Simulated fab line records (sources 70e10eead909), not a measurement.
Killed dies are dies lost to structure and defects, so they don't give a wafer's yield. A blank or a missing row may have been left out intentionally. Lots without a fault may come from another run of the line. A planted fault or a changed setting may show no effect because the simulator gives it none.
Which tool is to blame?    flow nandHarc    15 lots, 45 wafers sampled, at 4 steps of a route of 1302

== WHAT EACH GAUGE READ, for each wafer ==
Not one reading of a measure or inspect step in the record can be checked against a usual standard deviation.

== WHICH TOOL RAN EACH LOT (tool, then ch and the chambers of the sampled wafers, then the start) ==
lot   NHARC_A_STAIRCASE_DEP_156        NHARC_A_STAIRCASE_DEVELOP_08      NHARC_A_STAIRCASE_TRIM_18      NHARC_A_STAIRCASE_ETCH_19
L994  pecvd-01 ch 0,2, day 15 15:17    lithoTrack-07 ch 0, day 15 17:00  rieDiel-08 ch 0,1, no start    rieDiel-08 ch 1,2, no start
L995  pecvd-03 ch 0,1, day 15 20:08    lithoTrack-05 ch 0, day 15 22:00  rieDiel-05 ch 2,3, no start    rieDiel-05 ch 0,1,3, no start
L997  pecvd-02 ch 1,2, day 16 21:07    lithoTrack-05 ch 0, day 16 23:00  rieDiel-05 ch 0,1,3, no start  rieDiel-05 ch 0,1,3, no start
L999  pecvd-01 ch 0,1,2, day 17 08:32  lithoTrack-07 ch 0, day 17 11:00  rieDiel-05 ch 0,1,2, no start  rieDiel-05 ch 0,2,3, no start
L998  pecvd-03 ch 0,1, day 17 08:32    lithoTrack-05 ch 0, day 17 11:00  rieDiel-08 ch 0,1, no start    rieDiel-08 ch 0,1,3, no start
L100  pecvd-03 ch 0,2, day 17 20:14    lithoTrack-05 ch 0, day 17 23:00  rieDiel-05 ch 0,3, no start    rieDiel-05 ch 0,1,3, no start
L102  pecvd-02 ch 0,2, day 18 14:35    lithoTrack-02 ch 0, day 18 17:00  rieDiel-02 ch 0,1,2, no start  rieDiel-02 ch 0,2,3, no start
L104  pecvd-01 ch 1,2, day 20 03:57    lithoTrack-05 ch 0, day 20 06:00  rieDiel-08 ch 0,1,3, no start  rieDiel-08 ch 0,3, no start
L105  pecvd-02 ch 0,2, day 20 03:59    lithoTrack-07 ch 0, day 20 06:00  rieDiel-05 ch 0,2,3, no start  rieDiel-05 ch 1,2,3, no start
L107  pecvd-02 ch 0,1,2, day 20 23:35  lithoTrack-05, day 21 01:00       rieDiel-02 ch 0,1,2, no start  rieDiel-02 ch 0,1,2, no start
L108  pecvd-03 ch 0,1, day 22 09:22    lithoTrack-02, day 22 11:00       rieDiel-08 ch 0,3, no start    rieDiel-08 ch 0,2,3, no start
L110  pecvd-01 ch 0,1, day 22 09:31    lithoTrack-02, day 22 11:00       rieDiel-05 ch 1,2,3, no start  rieDiel-05 ch 0,1,3, no start
L114  pecvd-02 ch 1,2, day 23 05:24    lithoTrack-02 ch 0, day 23 07:00  rieDiel-08 ch 0,1, no start    rieDiel-08 ch 0,3, no start
L115  pecvd-02 ch 0,1,2, day 24 04:38  lithoTrack-05 ch 0, day 24 07:00  rieDiel-05 ch 0,2,3, no start  rieDiel-05 ch 0,1, no start
L117  pecvd-02 ch 0,1,2, day 24 16:31  lithoTrack-02 ch 0, day 24 18:00  rieDiel-05 ch 0,2,3, no start  rieDiel-05 ch 0,2, no start
- NHARC_A_STAIRCASE_DEP_156: deposits SiNx, target thk 50 nm.
- NHARC_A_STAIRCASE_DEVELOP_08: time 140 s.
- NHARC_A_STAIRCASE_TRIM_18: chemistry O2, time 211.2 s.
- NHARC_A_STAIRCASE_ETCH_19: etches the open film in C4F8/O2, target depth 100 nm, time 40.5 s.

== WHAT THE TOOLS THEMSELVES READ (means of the sampled wafers that have a number; where no wafer has one, the mark that the record gives instead) ==
NHARC_A_STAIRCASE_DEP_156.
lot   tool      heaterPowerW (W)
L994  pecvd-01  801
L995  pecvd-03  713
L997  pecvd-02  653
L999  pecvd-01  792
L998  pecvd-03  738
L100  pecvd-03  706
L102  pecvd-02  644
L104  pecvd-01  811
L105  pecvd-02  666
L107  pecvd-02  667
L108  pecvd-03  742
L110  pecvd-01  808
L114  pecvd-02  751
L115  pecvd-02  707
L117  pecvd-02  701

NHARC_A_STAIRCASE_DEVELOP_08.
lot   tool           chillPlateTempC (C)  exhaustPa (Pa)
L994  lithoTrack-07  22.94                46.1
L995  lithoTrack-05  23.08                44.9
L997  lithoTrack-05  22.89                44.9
L999  lithoTrack-07  23.09                44.1
L998  lithoTrack-05  23.00                45.6
L100  lithoTrack-05  23.05                44.4
L102  lithoTrack-02  23.07                45.8
L104  lithoTrack-05  22.89                44.7
L105  lithoTrack-07  22.94                44.9
L107  lithoTrack-05  -                    -
L108  lithoTrack-02  -                    -
L110  lithoTrack-02  -                    -
L114  lithoTrack-02  23.02                45.6
L115  lithoTrack-05  22.93                45.2
L117  lithoTrack-02  23.12                45.0

NHARC_A_STAIRCASE_TRIM_18.
lot   tool        drypumpMotorCurrentA (A)  oesProductAu (a.u.)  rfVppV (V)  showerheadPlenumPTorr (Torr)  throttleValvePct (%)
L994  rieDiel-08  5.6                       0.994                57.2        3.35                          17.030
L995  rieDiel-05  5.8                       1.008                57.2        3.59                          17.027
L997  rieDiel-05  5.1                       1.008                58.5        3.62                          17.037
L999  rieDiel-05  5.1                       1.004                56.5        3.60                          17.030
L998  rieDiel-08  5.4                       1.007                57.7        3.61                          17.038
L100  rieDiel-05  5.4                       1.006                57.6        3.64                          17.031
L102  rieDiel-02  5.6                       0.984                58.1        3.65                          17.048
L104  rieDiel-08  5.6                       0.995                57.4        3.60                          17.041
L105  rieDiel-05  5.4                       0.994                57.7        3.62                          17.035
L107  rieDiel-02  5.6                       0.983                58.4        3.64                          17.043
L108  rieDiel-08  5.5                       1.009                58.4        3.50                          17.028
L110  rieDiel-05  5.5                       0.988                57.4        3.53                          17.036
L114  rieDiel-08  5.6                       1.002                58.2        3.68                          17.039
L115  rieDiel-05  5.4                       0.982                57.9        3.61                          17.032
L117  rieDiel-05  5.5                       0.991                57.9        3.60                          17.036

NHARC_A_STAIRCASE_ETCH_19.
lot   tool        oesProductAu (a.u.)  rfVppV (V)
L994  rieDiel-08  0.929                890
L995  rieDiel-05  0.946                899
L997  rieDiel-05  0.955                899
L999  rieDiel-05  0.940                900
L998  rieDiel-08  0.945                899
L100  rieDiel-05  0.949                899
L102  rieDiel-02  0.941                897
L104  rieDiel-08  0.951                895
L105  rieDiel-05  0.953                896
L107  rieDiel-02  0.922                900
L108  rieDiel-08  0.952                895
L110  rieDiel-05  0.931                899
L114  rieDiel-08  0.937                895
L115  rieDiel-05  0.936                900
L117  rieDiel-05  0.933                898

== THE ANSWER, worked out from the rows above alone ==
Rule: the lots themselves supply what counts as usual. The widest of any qualifying gaps counts: lots, ordered by their means at a reading, are off when they make up no more than a third of the lots, leave a main group of 4 or more, and stand apart from it by 3 or more times the standard deviation of that group's means. If all means in a main group match to the digits the tables above print for the reading, that group is not used. Also off: a lot with no number at a reading for which 4 or more lots have one. The other lots that the step has rows for count as sound. After the gauges, taken in route order, come the tools' own readings; for these a lot's mean is taken, as printed above. The first step at which some lot is off is used, and at that step the reading that is off furthest; a lot without a number counts as furthest.
Off at NHARC_A_STAIRCASE_DEVELOP_08 (chillPlateTempC): L107, L108, L110. Without a number there: L107, L108, L110. The main group has a mean of 23.00 C with a standard deviation of 0.078.
A tool fits if, at that step or a process step before it, it ran every lot that is off, and no sound lot after the first of them. Of those tried, none fits.

== WHAT HAD BEEN PUT IN BY THE SIMULATOR ==
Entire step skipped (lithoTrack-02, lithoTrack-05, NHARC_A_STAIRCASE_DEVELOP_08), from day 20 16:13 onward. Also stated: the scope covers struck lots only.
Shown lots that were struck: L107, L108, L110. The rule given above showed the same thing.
